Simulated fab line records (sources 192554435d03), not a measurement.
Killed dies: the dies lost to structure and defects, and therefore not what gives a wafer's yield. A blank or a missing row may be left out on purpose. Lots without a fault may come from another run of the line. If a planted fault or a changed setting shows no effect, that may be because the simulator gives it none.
Split-lot experiment    flow n5-finfet    39 wafers read across 7 lots, on a route 1938 steps long

ABOUT THE SPLIT
At N5_BEOL_M15_ETCH_61 (etches BARC in N2/H2, target depth 89 nm, overetch 26.7 nm, time 67.9 s), the setting time-s was moved away from the recipe's 67.9 s on 18 of the 39 wafers read, by -43.2% to +39.0%. The other wafers ran this setting at the recipe's value.

Between the split and the reading, the file records no step.

THE READING
coat_of_BEOL_M15_COAT_22.thk-nm (the simulator's own value, which no gauge read), in nm, at N5_BEOL_M15_TRENCH_ETCH_34 (etches SiO2 in C4F8/O2/Ar, target depth 872.93 nm, time 199 s). No usual value for it is given in the file. The 21 wafers here that ran the recipe average 542.9 nm, standard deviation 6.5 nm.

wafer   tool, chamber at the split  time-s as run, s  against the recipe  coat_of_BEOL_M15_COAT_22.thk-nm, nm  against lot-mates on the recipe
L079.1  rie-diel-02, 0              38.59             -43.2%              559.4                                +25.7
L079.2  rie-diel-02, 2              38.59             -43.2%              568                                  +34.3
L079.3  rie-diel-02, 1              67.9              recipe              535                                  -
L079.4  rie-diel-02, 3              38.59             -43.2%              561.6                                +27.9
L079.5  rie-diel-02, 0              67.9              recipe              532.8                                -
L079.6  rie-diel-02, 1              67.9              recipe              533.4                                -
L080.1  rie-diel-06, 0              67.9              recipe              544.6                                -
L080.5  rie-diel-06, 1              67.9              recipe              544.6                                -
L080.2  rie-diel-06, 2              49.77             -26.7%              561.8                                +16.8
L080.3  rie-diel-06, 1              49.77             -26.7%              561.8                                +16.8
L080.4  rie-diel-06, 3              67.9              recipe              545.8                                -
L080.6  rie-diel-06, 0              49.77             -26.7%              562                                  +17.0
L082.3  rie-diel-04, 3              67.9              recipe              539.2                                -
L082.4  rie-diel-04, 2              67.9              recipe              538.8                                -
L082.5  rie-diel-04, 0              67.9              recipe              541                                  -
L083.1  rie-diel-02, 0              94.37             +39.0%              512                                  -28.7
L083.2  rie-diel-02, 1              67.9              recipe              535                                  -
L083.3  rie-diel-02, 2              67.9              recipe              548.8                                -
L083.4  rie-diel-02, 3              94.37             +39.0%              509.8                                -30.9
L083.5  rie-diel-02, 0              67.9              recipe              538.4                                -
L083.6  rie-diel-02, 3              94.37             +39.0%              512.6                                -28.1
L087.1  rie-diel-02, 0              67.9              recipe              540.4                                -
L087.3  rie-diel-02, 3              67.9              recipe              540.4                                -
L087.2  rie-diel-02, 1              67.9              recipe              543                                  -
L087.4  rie-diel-02, 2              93.8              +38.1%              522.8                                -18.5
L087.5  rie-diel-02, 3              93.8              +38.1%              514.2                                -27.1
L087.6  rie-diel-02, 0              93.8              +38.1%              514.4                                -26.9
L090.1  rie-diel-04, 3              92.69             +36.5%              518.8                                -32.0
L090.2  rie-diel-04, 2              92.69             +36.5%              518.2                                -32.6
L090.3  rie-diel-04, 0              92.69             +36.5%              521.2                                -29.6
L090.4  rie-diel-04, 1              67.9              recipe              554.2                                -
L090.5  rie-diel-04, 1              67.9              recipe              557                                  -
L090.6  rie-diel-04, 2              67.9              recipe              541.2                                -
L092.1  rie-diel-06, 0              85.23             +25.5%              535.2                                -13.9
L092.2  rie-diel-06, 1              85.23             +25.5%              530.2                                -18.9
L092.3  rie-diel-06, 3              85.23             +25.5%              532.2                                -16.9
L092.4  rie-diel-06, 2              67.9              recipe              547.6                                -
L092.5  rie-diel-06, 0              67.9              recipe              550                                  -
L092.6  rie-diel-06, 3              67.9              recipe              549.8                                -

FIT RESULTS
A straight line over all 39 wafers: coat_of_BEOL_M15_COAT_22.thk-nm changes by -0.618 nm for each +1% of time-s; r = -0.92; the points scatter about the line by 6.1 nm.
The same after taking each lot's own level away (the mean of its wafers on the recipe; 39 wafers): -0.705 nm for each +1%; r = -0.98; scatter 3.7 nm.
Per that fit: largest time-s move, reading shift of 30 nm.
From 533.73 to 550.80 nm: that is the span of the lots' own levels, equal to 2.6 times the standard deviation above.
Hence the slope depends on the lot-to-lot level, as the two fits are not the same.
Check: +30.6 nm against its lot-mates is what the line predicts for one of the wafers moved furthest among these (-43.2%) when that wafer is left out of the fit. It came out at +25.7 nm against them.

FURTHER SPLITS ON THESE WAFERS
Before the reading, these wafers also passed through other splits. Each is held against what the fit with the lots' levels taken away leaves over:
other split on the same wafers     wafers away from the commonest value  r with coat_of_BEOL_M15_COAT_22.thk-nm (lot level and that fit taken away)
N5_BEOL_M10_DEP_56 target-thk-a    18                                    +0.00
N5_BEOL_M13_TRENCH_ETCH_34 time-s  15                                    -0.24

THE WHOLE CHAIN: every reading that the file lists as answering this split, in the file's order
step                        what it does                                                             reading                                                                           change (the file's fit)                                                              r (the file's)
N5_BEOL_M15_ETCH_61         etches BARC in N2/H2, target depth 89 nm, overetch 26.7 nm, time 67.9 s  coat_of_BEOL_M15_COAT_22.thk-nm (the simulator's own value, which no gauge read)  -0.665 nm for each +1% of the setting                                                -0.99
N5_BEOL_M15_ETCH_61         etches BARC in N2/H2, target depth 89 nm, overetch 26.7 nm, time 67.9 s  etch.depth-nm (the simulator's own value, which no gauge read)                    not straight: 66.12 at the lowest setting, 89.06 at the recipe, 89.1 at the highest  not given
N5_BEOL_M15_TRENCH_ETCH_34  etches SiO2 in C4F8/O2/Ar, target depth 872.93 nm, time 199 s            coat_of_BEOL_M15_COAT_22.thk-nm (the simulator's own value, which no gauge read)  -0.709 nm for each +1% of the setting                                                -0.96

THE FILE'S OWN FIT
coat_of_BEOL_M15_COAT_22.thk-nm changes by -0.709 nm for each +1% of time-s, r = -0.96.
